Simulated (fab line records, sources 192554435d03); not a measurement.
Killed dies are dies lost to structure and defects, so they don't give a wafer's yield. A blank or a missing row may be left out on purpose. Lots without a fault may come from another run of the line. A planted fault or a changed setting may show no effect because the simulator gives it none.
Split-lot experiment | flow n5_finfet | 7 lots, 39 wafers read, on a route of 1938 steps

THE SPLIT
At N5_BEOL_M10_ALD_74 (deposits TaN, target thk 2 nm, pulse time 2 s, purge time 3 s), the setting ald_cycles was moved away from the recipe's 40 on 15 of the 39 wafers read, by +35.0% to +55.0%. The other wafers ran this setting at the recipe's value.

The reading is taken at the split's own step.

THE READING
TaN_of_BEOL_M10_ALD_74.thk_nm (the simulator's own value, which no gauge read), in nm, at N5_BEOL_M10_ALD_74 (deposits TaN, target thk 2 nm, pulse time 2 s, purge time 3 s). The file gives no usual value for it.

wafer  | tool, chamber at the split | ald_cycles as run | against the recipe | TaN_of_BEOL_M10_ALD_74.thk_nm, nm | against lot-mates on the recipe
L075.1 | ald_metal-02, 2,1,1        | 62                | +55.0%             | 3.2                               | +1.2
L075.4 | ald_metal-02, 2,1,1        | 62                | +55.0%             | 3.2                               | +1.2
L075.6 | ald_metal-02, 2,1,1        | 62                | +55.0%             | 3.2                               | +1.2
L075.2 | ald_metal-02, 0,3,0        | 40                | recipe             | 2                                 | -
L075.3 | ald_metal-02, 0,3,0        | 40                | recipe             | 2                                 | -
L075.5 | ald_metal-02, 0,3,0        | 40                | recipe             | 2                                 | -
L078.1 | ald_metal-03, 0,2,3        | 40                | recipe             | 2                                 | -
L078.2 | ald_metal-03, 0,2,3        | 40                | recipe             | 2                                 | -
L078.4 | ald_metal-03, 0,2,3        | 40                | recipe             | 2                                 | -
L089.1 | ald_metal-03, 3,1,0,2,1,2  | 40                | recipe             | 2                                 | -
L089.2 | ald_metal-03, 3,1,0,2,1,2  | 40                | recipe             | 2                                 | -
L089.3 | ald_metal-03, 3,1,0,2,1,2  | 40                | recipe             | 2                                 | -
L089.4 | ald_metal-03, 3,1,0,2,1,2  | 40                | recipe             | 2                                 | -
L089.5 | ald_metal-03, 3,1,0,2,1,2  | 40                | recipe             | 2                                 | -
L089.6 | ald_metal-03, 3,1,0,2,1,2  | 40                | recipe             | 2                                 | -
L087.1 | ald_metal-02, 2,1,3        | 56                | +40.0%             | 2.8                               | +0.8
L087.2 | ald_metal-02, 2,1,3        | 56                | +40.0%             | 2.8                               | +0.8
L087.3 | ald_metal-02, 2,1,3        | 56                | +40.0%             | 2.8                               | +0.8
L087.4 | ald_metal-02, 3,1,2        | 40                | recipe             | 2                                 | -
L087.5 | ald_metal-02, 3,1,2        | 40                | recipe             | 2                                 | -
L087.6 | ald_metal-02, 3,1,2        | 40                | recipe             | 2                                 | -
L088.1 | ald_metal-02, 3,2,1        | 40                | recipe             | 2                                 | -
L088.3 | ald_metal-02, 3,2,1        | 40                | recipe             | 2                                 | -
L088.5 | ald_metal-02, 3,2,1        | 40                | recipe             | 2                                 | -
L088.2 | ald_metal-02, 1,3          | 58                | +45.0%             | 3                                 | +1.0
L088.4 | ald_metal-02, 1,3          | 58                | +45.0%             | 3                                 | +1.0
L088.6 | ald_metal-02, 2            | 58                | +45.0%             | 2.8                               | +0.8
L091.1 | ald_metal-03, 0,3,2        | 54                | +35.0%             | 2.6                               | +0.6
L091.5 | ald_metal-03, 0,3,2        | 54                | +35.0%             | 2.6                               | +0.6
L091.6 | ald_metal-03, 0,3,2        | 54                | +35.0%             | 2.6                               | +0.6
L091.2 | ald_metal-03, 3,2,0        | 40                | recipe             | 2                                 | -
L091.3 | ald_metal-03, 3,2,0        | 40                | recipe             | 2                                 | -
L091.4 | ald_metal-03, 3,2,0        | 40                | recipe             | 2                                 | -
L095.1 | ald_metal-03, 2,0          | 54                | +35.0%             | 2.6                               | +0.6
L095.4 | ald_metal-03, 2,0          | 54                | +35.0%             | 2.6                               | +0.6
L095.2 | ald_metal-03, 3,0,1        | 40                | recipe             | 2                                 | -
L095.5 | ald_metal-03, 3,0,1        | 40                | recipe             | 2                                 | -
L095.6 | ald_metal-03, 3,0,1        | 40                | recipe             | 2                                 | -
L095.3 | ald_metal-03, 1            | 54                | +35.0%             | 2.8                               | +0.8
Where a row lists several chambers, the file gives one row for several wafers and doesn't say which wafer went through which chamber.

THE FIT
A straight line over all 39 wafers: TaN_of_BEOL_M10_ALD_74.thk_nm changes by +0.0204 nm for each +1% of ald_cycles; r = +0.99; the points scatter about the line by 0.056 nm.
The same after taking each lot's own level away (the mean of its wafers on the recipe; 39 wafers): +0.0204 nm for each +1%; r = +0.99; scatter 0.056 nm.
On that fit, the largest move of ald_cycles shifts the reading by 1.1 nm.
The lots' own levels span 2.00 to 2.00 nm.
So the lot-to-lot level changes the slope little: the two slopes agree.
Check: with one of the wafers moved furthest among these (+55.0%) left out of the fit, the line predicts +1.11 nm for it against its lot-mates. It came out at +1.2 nm against them.

THE FILE'S OWN FIT
TaN_of_BEOL_M10_ALD_74.thk_nm changes by +0.0203 nm for each +1% of ald_cycles, r = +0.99.
